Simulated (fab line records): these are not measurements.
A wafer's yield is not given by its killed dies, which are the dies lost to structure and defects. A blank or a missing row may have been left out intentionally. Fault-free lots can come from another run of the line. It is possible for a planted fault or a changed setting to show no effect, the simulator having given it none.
fab line records	flow n5-finfet
record lots=24	wafers=72	last-day=18
route steps=1938 shown BEOL_M2@864 BEOL_M3@934
lots untouched by any fault: they come from a run of this same line in which no faults occurred
start-h: hours from the record's opening day to when the first of the lot's shown wafers began	wait-h: hours from the lot's prior step to this one	" unchanged from the row above	L1.1+2: several wafers, shown together as one row	- no value, or no start was given	* or withheld: withheld	< > ~ a bound
route shown NAME@n: a module of which the file shows steps, and the number in the route of the first	usual: the fault-free wafers' mean and standard deviation	same: alike in all rows	chamber/n: place in a boat	sites: each site's reading	_std_site: the values' standard deviation	_edge_site: the outer-site mean with the inner-site mean subtracted	radius-mm: how far each site lies from the wafer's centre	mask NAME#n: copy n	behind: the tool/chamber that last shaped the wafer	hold: the reason the lot was held/the length of the hold in hours/how it ended	device: the n, p or np transistor that did not switch	end of line: the tests these same wafers got at the end of their route	step lacking rows: just its recipe	killed: dies lost to structure and defects at the first sort, not the wafer's yield	map: shows each die of a wafer: x if killed, . if not, _ if none is there
set.NAME: the setting as run; set.NAME@STEP: as run at that earlier step	model.NAME: the simulator's own value behind a step, which no gauge read
route steps across a sampled set of lots; one table per step, one row per wafer
services: the hour from which a tool's chamber was out of use, counted from the record's first day as start-h (under 0 if before that day), plus the number of hours and why
## steps
# step N5_BEOL_M2_HM_OPEN_17
# recipe chemistry=Cl2/BCl3	target-depth-a=200	overetch-a=60	target=TiN	mask-material=SOC	ion-energy-ev=150	pressure-mtorr=10	icp-w=1000	bias-w=126	Cl2_flow_sccm=53.25	bcl3-flow-sccm=21.75	Ar_flow_sccm=25
# usual bias-w=126.0/0.39	drypump-motor-current-A=5.5/0.61	oes-product-au=0.70/0.047	throttle-valve-pct=21.99/0.19
lot.wafer	tool	chamber	start-h	wait-h	bias-w	drypump-motor-current-A	oes-product-au	rf-hours-counter-h	throttle-valve-pct
L074.2	rie-metal-03	0	138.05	0.0	126.0	4.7	0.79	7	21.85
L074.3	"	1	"	"	126.4	6.2	0.72	-	21.94
L074.4	"	0	"	"	126.4	4.7	0.79	-	21.82
L076.1	rie-metal-01	1	139.32	0.0	126.5	5.0	0.64	54	22.35
L076.2	"	0	"	"	125.6	6.2	0.71	24	21.83
L076.4	"	1	"	"	126.5	5.0	0.64	-	22.36
L075.3	rie-metal-02	1	144.29	0.1	125.7	5.2	0.78	-	22.11
L075.4	"	0	"	"	125.8	6.0	0.66	-	21.83
L075.5	"	1	"	"	125.9	5.2	0.78	-	22.10
L077.1	rie-metal-01	0	152.41	0.0	126.0	6.2	0.70	26	21.81
L077.4	"	1	"	"	126.2	5.0	0.65	-	22.32
L077.6	"	0	"	"	126.5	6.2	0.71	-	21.82
L078.3	rie-metal-02	0	156.65	0.1	126.5	6.0	0.66	-	21.85
L078.5	"	0	"	"	126.4	6.1	0.66	-	21.83
L078.6	"	1	"	"	125.7	5.2	0.76	-	22.14
L079.1	rie-metal-02	1	166.80	0.0	126.0	5.2	0.76	7	22.12
L079.2	"	0	"	"	125.9	6.1	0.67	41	21.84
L079.6	"	0	"	"	125.9	6.1	0.67	-	21.84
L081.2	rie-metal-02	1	170.82	0.0	125.9	5.2	0.75	8	22.12
L081.4	"	0	"	"	126.0	6.1	0.66	-	21.82
L081.5	"	0	"	"	125.7	6.0	0.66	-	21.85
L082.4	rie-metal-02	1	181.50	0.1	126.6	5.2	0.73	-	22.14
L082.5	"	0	"	"	125.8	6.0	0.65	-	21.83
L082.6	"	1	"	"	126.2	5.3	0.75	-	22.12
L080.1	rie-metal-03	1	181.72	0.0	125.6	6.2	0.70	25	21.98
L080.2	"	0	"	"	126.4	4.7	0.77	12	21.84
L080.4	"	0	"	"	126.6	4.7	0.77	-	21.85
L083.1	rie-metal-03	0	191.08	0.0	125.7	4.7	0.77	13	21.83
L083.2	"	1	"	"	126.1	6.2	0.70	25	21.96
L083.6	"	0	"	"	126.4	4.7	0.78	-	21.83
L084.3	rie-metal-02	1	194.98	0.1	125.8	5.2	0.75	-	22.13
L084.5	"	0	"	"	126.7	6.1	0.66	-	21.83
L084.6	"	1	"	"	125.8	5.2	0.75	-	22.13
L085.1	rie-metal-01	0	207.54	0.0	127.1	6.2	0.69	30	21.83
L085.3	"	1	"	"	124.7	5.0	0.64	-	22.37
L085.5	"	1	"	"	125.6	5.0	0.63	-	22.36
L086.1	rie-metal-03	0	212.92	0.0	126.3	4.7	0.75	15	21.82
L086.2	"	1	"	"	125.4	6.2	0.69	27	21.97
L086.3	"	1	"	"	126.1	6.2	0.69	-	21.98
L087.1	rie-metal-01	1	221.58	0.0	126.3	5.0	0.63	61	22.36
L087.3	"	0	"	"	126.1	6.2	0.69	-	21.82
L087.4	"	1	"	"	126.2	5.0	0.63	-	22.36
L088.1	rie-metal-03	0	224.49	0.0	126.2	4.7	0.76	16	21.84
L088.4	"	1	"	"	126.0	6.2	0.70	-	21.97
L088.5	"	0	"	"	126.2	4.7	0.77	-	21.84
L089.3	rie-metal-01	1	230.40	0.1	126.1	5.0	0.63	-	22.34
L089.5	"	0	"	"	125.7	6.1	0.68	-	21.82
L089.6	"	1	"	"	125.9	5.0	0.62	-	22.35
L090.3	rie-metal-01	0	237.55	0.1	126.3	6.2	0.69	-	21.82
L090.4	"	1	"	"	126.7	5.0	0.64	-	22.34
L090.6	"	0	"	"	126.1	6.1	0.69	-	21.83
L091.2	rie-metal-01	0	242.29	0.0	126.1	6.2	0.68	33	21.83
L091.3	"	1	"	"	126.1	5.0	0.63	-	22.36
L091.6	"	0	"	"	126.3	6.2	0.68	-	21.83
L092.2	rie-metal-03	0	243.47	0.0	126.0	4.7	0.76	17	21.85
L092.3	"	1	"	"	125.6	6.2	0.70	-	21.96
L092.4	"	0	"	"	125.8	4.7	0.76	-	21.85
L093.1	rie-metal-03	0	244.78	0.0	126.5	4.7	0.75	18	21.86
L093.2	"	1	"	"	125.5	6.2	0.69	30	21.97
L093.4	"	1	"	"	125.4	6.2	0.69	-	21.99
L094.1	rie-metal-02	1	251.67	0.1	125.7	5.3	0.73	12	22.13
L094.2	"	0	"	"	125.7	6.0	0.64	49	21.85
L094.4	"	0	"	"	127.0	6.0	0.64	-	21.85
L095.2	rie-metal-01	1	256.58	0.0	125.5	5.0	0.62	65	22.37
L095.3	"	1	"	"	125.7	5.0	0.62	-	22.35
L095.4	"	0	"	"	125.7	6.2	0.67	-	21.84
L096.3	rie-metal-03	1	271.95	0.1	125.9	6.2	0.67	-	22.01
L096.5	"	1	"	"	125.8	6.1	0.68	-	21.99
L096.6	"	0	"	"	125.9	4.7	0.72	-	21.87
L097.1	rie-metal-03	0	275.55	0.0	126.2	4.7	0.73	21	21.87
L097.4	"	1	"	"	125.5	6.2	0.67	-	22.00
L097.5	"	1	"	"	126.7	6.2	0.67	-	21.99
# step N5_BEOL_M2_CD_MEAS_28
# recipe target-cd-nm=26.2	landing-energy-ev=500	detector=se-inlens	target-cd-y-nm=24.1	polarity=opening
# usual cd-nm=26.29/0.23
lot.wafer	tool	chamber	start-h	wait-h	cd-nm
L074.2	cd-sem-01	0	138.68	-	26.50
L074.3	"	0	"	"	26.73
L074.4	"	0	"	"	26.05
L076.1	cd-sem-02	0	139.82	-	26.16
L076.2	"	0	"	"	26.21
L076.4	"	0	"	"	26.41
L075.3	cd-sem-01	0	144.90	-	26.62
L075.4	"	0	"	"	26.73
L075.5	"	0	"	"	26.43
L077.1	cd-sem-02	0	152.92	-	26.43
L077.4	"	0	"	"	26.32
L077.6	"	0	"	"	26.46
L078.3	cd-sem-01	0	157.14	-	26.09
L078.5	"	0	"	"	26.00
L078.6	"	0	"	"	26.37
L079.1	cd-sem-01	0	167.44	-	26.20
L079.2	"	0	"	"	25.98
L079.6	"	0	"	"	26.38
L081.2	cd-sem-02	0	171.32	-	26.15
L081.4	"	0	"	"	26.33
L081.5	"	0	"	"	26.62
L082.4	cd-sem-01	0	182.22	-	26.27
L082.5	"	0	"	"	26.57
L082.6	"	0	"	"	26.36
L080.1	cd-sem-01	0	182.39	-	26.43
L080.2	"	0	"	"	26.45
L080.4	"	0	"	"	26.40
L083.1	cd-sem-02	0	191.59	-	25.75
L083.2	"	0	"	"	26.30
L083.6	"	0	"	"	26.25
L084.3	cd-sem-02	0	195.45	-	26.36
L084.5	"	0	"	"	26.41
L084.6	"	0	"	"	26.18
L085.1	cd-sem-01	0	208.09	-	26.14
L085.3	"	0	"	"	25.86
L085.5	"	0	"	"	26.42
L086.1	cd-sem-02	0	213.55	-	26.34
L086.2	"	0	"	"	26.18
L086.3	"	0	"	"	26.52
L087.1	cd-sem-02	0	222.08	-	26.27
L087.3	"	0	"	"	26.77
L087.4	"	0	"	"	26.35
L088.1	cd-sem-01	0	225.22	-	26.54
L088.4	"	0	"	"	26.40
L088.5	"	0	"	"	26.42
L089.3	cd-sem-03	0	231.00	-	26.17
L089.5	"	0	"	"	25.63
L089.6	"	0	"	"	26.35
L090.3	cd-sem-01	0	238.02	-	26.44
L090.4	"	0	"	"	26.29
L090.6	"	0	"	"	26.29
L091.2	cd-sem-01	0	242.80	-	26.07
L091.3	"	0	"	"	26.41
L091.6	"	0	"	"	26.35
L092.2	cd-sem-01	0	244.12	-	26.24
L092.3	"	0	"	"	26.37
L092.4	"	0	"	"	26.42
L093.1	cd-sem-03	0	245.49	-	26.17
L093.2	"	0	"	"	26.70
L093.4	"	0	"	"	25.96
L094.1	cd-sem-03	0	252.17	-	25.87
L094.2	"	0	"	"	26.24
L094.4	"	0	"	"	26.03
L095.2	cd-sem-03	0	257.09	-	26.05
L095.3	"	0	"	"	26.41
L095.4	"	0	"	"	26.13
L096.3	cd-sem-03	0	272.56	-	26.21
L096.5	"	0	"	"	26.49
L096.6	"	0	"	"	26.20
L097.1	cd-sem-03	0	276.19	-	26.46
L097.4	"	0	"	"	26.40
L097.5	"	0	"	"	26.33
# step N5_BEOL_M2_PRE_CLEAN_45
# recipe gas=H2/He	time-s=30	temp-c=250
# usual heater-power-w=330/23
lot.wafer	tool	chamber	start-h	wait-h	heater-power-w
L074.2	pvd-sputter-02	-	143.33	0.0	355
L074.3	"	-	"	"	332
L074.4	"	-	"	"	302
L076.1	pvd-sputter-02	-	143.95	0.0	309
L076.2	"	-	"	"	355
L076.4	"	-	"	"	312
L075.3	pvd-sputter-02	-	151.79	0.0	332
L075.4	"	-	"	"	311
L075.5	"	-	"	"	335
L077.1	pvd-sputter-02	-	156.12	0.0	357
L077.4	"	-	"	"	311
L077.6	"	-	"	"	357
L078.3	pvd-sputter-01	-	159.03	0.0	331
L078.5	"	-	"	"	322
L078.6	"	-	"	"	353
L079.1	pvd-sputter-03	-	176.03	0.0	391
L079.2	"	-	"	"	317
L079.6	"	-	"	"	321
L081.2	pvd-sputter-02	-	180.69	0.0	352
L081.4	"	-	"	"	328
L081.5	"	-	"	"	350
L082.4	pvd-sputter-01	-	183.46	0.0	312
L082.5	"	-	"	"	315
L082.6	"	-	"	"	338
L080.1	pvd-sputter-01	-	183.74	0.0	337
L080.2	"	-	"	"	345
L080.4	"	-	"	"	323
L083.1	pvd-sputter-03	-	193.69	0.0	391
L083.2	"	-	"	"	324
L083.6	"	-	"	"	313
L084.3	pvd-sputter-03	-	197.13	0.0	340
L084.5	"	-	"	"	310
L084.6	"	-	"	"	338
L085.1	pvd-sputter-02	-	210.27	0.0	355
L085.3	"	-	"	"	314
L085.5	"	-	"	"	325
L086.1	pvd-sputter-03	-	214.68	0.0	405
L086.2	"	-	"	"	330
L086.3	"	-	"	"	348
L087.1	pvd-sputter-02	-	226.29	0.0	331
L087.3	"	-	"	"	314
L087.4	"	-	"	"	362
L088.1	pvd-sputter-01	-	233.66	0.0	337
L088.4	"	-	"	"	319
L088.5	"	-	"	"	340
L090.3	pvd-sputter-01	-	242.34	0.0	324
L090.4	"	-	"	"	343
L090.6	"	-	"	"	323
L089.3	pvd-sputter-03	-	243.25	1.7	333
L089.5	"	-	"	"	349
L089.6	"	-	"	"	405
L091.2	pvd-sputter-01	-	247.30	0.0	349
L091.3	"	-	"	"	317
L091.6	"	-	"	"	316
L092.2	pvd-sputter-01	-	250.06	0.0	326
L092.3	"	-	"	"	313
L092.4	"	-	"	"	353
L093.1	pvd-sputter-01	-	255.32	0.0	308
L093.2	"	-	"	"	363
L093.4	"	-	"	"	334
L094.1	pvd-sputter-02	-	257.93	0.0	334
L094.2	"	-	"	"	305
L094.4	"	-	"	"	321
L095.2	pvd-sputter-02	-	258.66	0.0	317
L095.3	"	-	"	"	356
L095.4	"	-	"	"	304
L096.3	pvd-sputter-01	-	276.03	0.0	328
L096.5	"	-	"	"	314
L096.6	"	-	"	"	306
L097.1	pvd-sputter-02	-	278.97	0.0	310
L097.4	"	-	"	"	350
L097.5	"	-	"	"	329
# step N5_BEOL_M2_ANNEAL_91
# recipe temp-c=400	time-s=240	ambient=vacuum
# usual heater-power-w=831/64
lot.wafer	tool	chamber	start-h	wait-h	heater-power-w
L074.2	pvd-sputter-01	-	145.20	0.0	820
L074.3	"	-	"	"	832
L074.4	"	-	"	"	859
L076.1	pvd-sputter-03	-	145.85	0.0	863
L076.2	"	-	"	"	795
L076.4	"	-	"	"	962
L075.3	pvd-sputter-03	-	153.61	0.0	860
L075.4	"	-	"	"	776
L075.5	"	-	"	"	978
L077.1	pvd-sputter-02	-	158.10	0.0	770
L077.4	"	-	"	"	802
L077.6	"	-	"	"	911
L078.3	pvd-sputter-01	-	160.72	0.0	796
L078.5	"	-	"	"	831
L078.6	"	-	"	"	790
L079.1	pvd-sputter-03	-	178.16	0.0	969
L079.2	"	-	"	"	767
L079.6	"	-	"	"	775
L081.2	pvd-sputter-03	-	182.44	0.0	808
L081.4	"	-	"	"	854
L081.5	"	-	"	"	1009
L082.4	pvd-sputter-02	-	185.16	0.0	765
L082.5	"	-	"	"	876
L082.6	"	-	"	"	778
L080.1	pvd-sputter-03	-	186.96	0.0	758
L080.2	"	-	"	"	787
L080.4	"	-	"	"	1015
L083.1	pvd-sputter-01	-	195.38	0.0	796
L083.2	"	-	"	"	827
L083.6	"	-	"	"	824
L084.3	pvd-sputter-03	-	199.17	0.0	806
L084.5	"	-	"	"	851
L084.6	"	-	"	"	747
L085.1	pvd-sputter-03	-	212.27	0.0	850
L085.3	"	-	"	"	749
L085.5	"	-	"	"	751
L086.1	pvd-sputter-02	-	216.37	0.0	807
L086.2	"	-	"	"	882
L086.3	"	-	"	"	841
L087.1	pvd-sputter-03	-	228.06	0.0	790
L087.3	"	-	"	"	762
L087.4	"	-	"	"	879
L088.1	pvd-sputter-02	-	235.74	0.0	753
L088.4	"	-	"	"	823
L088.5	"	-	"	"	822
L090.3	pvd-sputter-01	-	244.34	0.0	803
L090.4	"	-	"	"	867
L090.6	"	-	"	"	798
L089.3	pvd-sputter-02	-	245.19	0.0	767
L089.5	"	-	"	"	765
L089.6	"	-	"	"	874
L091.2	pvd-sputter-03	-	251.00	0.0	844
L091.3	"	-	"	"	805
L091.6	"	-	"	"	763
L092.2	pvd-sputter-01	-	252.00	0.0	882
L092.3	"	-	"	"	800
L092.4	"	-	"	"	793
L093.1	pvd-sputter-02	-	257.15	0.0	895
L093.2	"	-	"	"	821
L093.4	"	-	"	"	763
L094.1	pvd-sputter-03	-	259.73	0.0	806
L094.2	"	-	"	"	771
L094.4	"	-	"	"	978
L095.2	pvd-sputter-01	-	260.39	0.0	884
L095.3	"	-	"	"	847
L095.4	"	-	"	"	790
L096.3	pvd-sputter-02	-	277.95	0.0	764
L096.5	"	-	"	"	756
L096.6	"	-	"	"	894
L097.1	pvd-sputter-01	-	280.77	0.0	849
L097.4	"	-	"	"	784
L097.5	"	-	"	"	806
# step N5_BEOL_M2_THK_MEAS_53
# recipe thk-meas-gauge=xrf	reads=Cu_of_BEOL_M2_ECD_50
# usual M2_THK=40.0/1.5
lot.wafer	tool	chamber	start-h	wait-h	M2_THK[nm]
L074.2	film-metro-01	-	146.57	-	38.8
L074.3	"	-	"	"	38.3
L074.4	"	-	"	"	40.6
L076.1	film-metro-02	-	147.23	-	39.6
L076.2	"	-	"	"	39.6
L076.4	"	-	"	"	38.8
L075.3	film-metro-02	-	154.99	-	42.1
L075.4	"	-	"	"	41.2
L075.5	"	-	"	"	42.6
L077.1	film-metro-01	-	159.46	-	38.3
L077.4	"	-	"	"	38.1
L077.6	"	-	"	"	37.4
L078.3	film-metro-01	-	162.16	-	39.4
L078.5	"	-	"	"	40.4
L078.6	"	-	"	"	42.4
L079.1	film-metro-01	-	180.25	-	39.9
L079.2	"	-	"	"	39.3
L079.6	"	-	"	"	42.0
L081.2	film-metro-01	-	187.75	-	40.1
L081.4	"	-	"	"	40.1
L081.5	"	-	"	"	41.3
L082.4	film-metro-01	-	189.76	-	38.7
L082.5	"	-	"	"	39.5
L082.6	"	-	"	"	39.5
L080.1	film-metro-02	-	192.14	-	39.9
L080.2	"	-	"	"	39.7
L080.4	"	-	"	"	40.2
L083.1	film-metro-01	-	197.93	-	39.0
L083.2	"	-	"	"	39.6
L083.6	"	-	"	"	40.0
L084.3	film-metro-02	-	203.77	-	39.0
L084.5	"	-	"	"	41.1
L084.6	"	-	"	"	40.2
L085.1	film-metro-02	-	217.03	-	38.9
L085.3	"	-	"	"	40.6
L085.5	"	-	"	"	40.3
L086.1	film-metro-02	-	220.45	-	40.4
L086.2	"	-	"	"	40.4
L086.3	"	-	"	"	42.7
L087.1	film-metro-01	-	229.43	-	42.0
L087.3	"	-	"	"	41.0
L087.4	"	-	"	"	39.4
L088.1	film-metro-02	-	237.10	-	41.2
L088.4	"	-	"	"	40.7
L088.5	"	-	"	"	40.9
L090.3	film-metro-02	-	245.71	-	40.4
L090.4	"	-	"	"	41.1
L090.6	"	-	"	"	41.4
L089.3	film-metro-02	-	246.55	-	44.5
L089.5	"	-	"	"	39.1
L089.6	"	-	"	"	39.0
L091.2	film-metro-01	-	252.37	-	39.1
L091.3	"	-	"	"	39.0
L091.6	"	-	"	"	39.3
L092.2	film-metro-02	-	253.42	-	37.5
L092.3	"	-	"	"	38.6
L092.4	"	-	"	"	37.3
L093.1	film-metro-01	-	259.34	-	39.4
L093.2	"	-	"	"	40.5
L093.4	"	-	"	"	39.3
L094.1	film-metro-02	-	261.16	-	42.5
L094.2	"	-	"	"	41.8
L094.4	"	-	"	"	43.9
L095.2	film-metro-01	-	261.77	-	41.3
L095.3	"	-	"	"	39.0
L095.4	"	-	"	"	38.1
L096.3	film-metro-01	-	279.36	-	37.9
L096.5	"	-	"	"	39.6
L096.6	"	-	"	"	42.2
L097.1	film-metro-02	-	282.13	-	38.8
L097.4	"	-	"	"	42.2
L097.5	"	-	"	"	41.4
# step N5_BEOL_M3_HM_DEP_02
# recipe material=TiN	target-thk-a=200	temp-c=25	chamber-pressure-pa=0.49996
# usual throttle-valve-pct=29.4/1.2
lot.wafer	tool	chamber	start-h	wait-h	throttle-valve-pct
L074.2	pvd-sputter-02	-	148.75	1.7	30.3
L074.3	"	-	"	"	31.2
L074.4	"	-	"	"	29.3
L076.1	pvd-sputter-02	-	149.05	1.3	30.7
L076.2	"	-	"	"	29.2
L076.4	"	-	"	"	30.2
L075.3	pvd-sputter-01	-	155.98	0.5	29.2
L075.4	"	-	"	"	30.5
L075.5	"	-	"	"	30.6
L077.1	pvd-sputter-01	-	161.46	1.5	30.5
L077.4	"	-	"	"	28.9
L077.6	"	-	"	"	30.8
L078.3	pvd-sputter-01	-	163.26	0.7	29.1
L078.5	"	-	"	"	30.8
L078.6	"	-	"	"	27.8
L079.1	pvd-sputter-01	-	180.83	0.1	30.5
L079.2	"	-	"	"	27.5
L079.6	"	-	"	"	29.0
L081.2	pvd-sputter-01	-	188.25	0.1	27.8
L081.4	"	-	"	"	29.2
L081.5	"	-	"	"	29.1
L082.4	pvd-sputter-03	-	190.63	0.4	28.7
L082.5	"	-	"	"	28.5
L082.6	"	-	"	"	28.6
L080.1	pvd-sputter-01	-	193.49	0.9	30.5
L080.2	"	-	"	"	29.1
L080.4	"	-	"	"	27.6
L083.1	pvd-sputter-02	-	199.19	0.6	31.3
L083.2	"	-	"	"	30.2
L083.6	"	-	"	"	30.0
L084.3	pvd-sputter-02	-	204.26	0.0	29.2
L084.5	"	-	"	"	30.1
L084.6	"	-	"	"	29.4
L085.1	pvd-sputter-02	-	217.97	0.5	30.1
L085.3	"	-	"	"	31.2
L085.5	"	-	"	"	30.3
L086.1	pvd-sputter-03	-	221.23	0.3	28.8
L086.2	"	-	"	"	28.6
L086.3	"	-	"	"	28.6
L087.1	pvd-sputter-03	-	230.51	0.6	28.4
L087.3	"	-	"	"	28.6
L087.4	"	-	"	"	28.7
L088.1	pvd-sputter-03	-	239.20	1.7	28.4
L088.4	"	-	"	"	28.6
L088.5	"	-	"	"	28.6
L090.3	pvd-sputter-03	-	246.98	0.8	28.7
L090.4	"	-	"	"	28.4
L090.6	"	-	"	"	28.9
L089.3	pvd-sputter-01	-	247.16	0.1	27.7
L089.5	"	-	"	"	28.1
L089.6	"	-	"	"	29.1
L091.2	pvd-sputter-03	-	255.04	2.2	31.1
L091.3	"	-	"	"	28.4
L091.6	"	-	"	"	28.7
L092.2	pvd-sputter-02	-	255.17	1.3	30.2
L092.3	"	-	"	"	31.1
L092.4	"	-	"	"	30.2
L093.1	pvd-sputter-01	-	261.25	1.4	27.9
L093.2	"	-	"	"	30.3
L093.4	"	-	"	"	27.6
L094.1	pvd-sputter-01	-	262.51	0.9	29.1
L094.2	"	-	"	"	28.1
L094.4	"	-	"	"	30.5
L095.2	pvd-sputter-01	-	262.93	0.7	30.7
L095.3	"	-	"	"	29.4
L095.4	"	-	"	"	27.8
L096.3	pvd-sputter-03	-	281.83	1.7	30.8
L096.5	"	-	"	"	28.7
L096.6	"	-	"	"	30.8
L097.1	pvd-sputter-02	-	283.58	1.0	29.2
L097.4	"	-	"	"	30.0
L097.5	"	-	"	"	30.1
## services
tool	chamber	start-h	hours	kind
rie-metal-02	1	207.66	7.3	repair
rie-metal-02	-	234.60	4.1	repair
rie-metal-02	1	238.84	7.9	repair
rie-metal-03	-	276.10	14.6	pm
## key
fault none
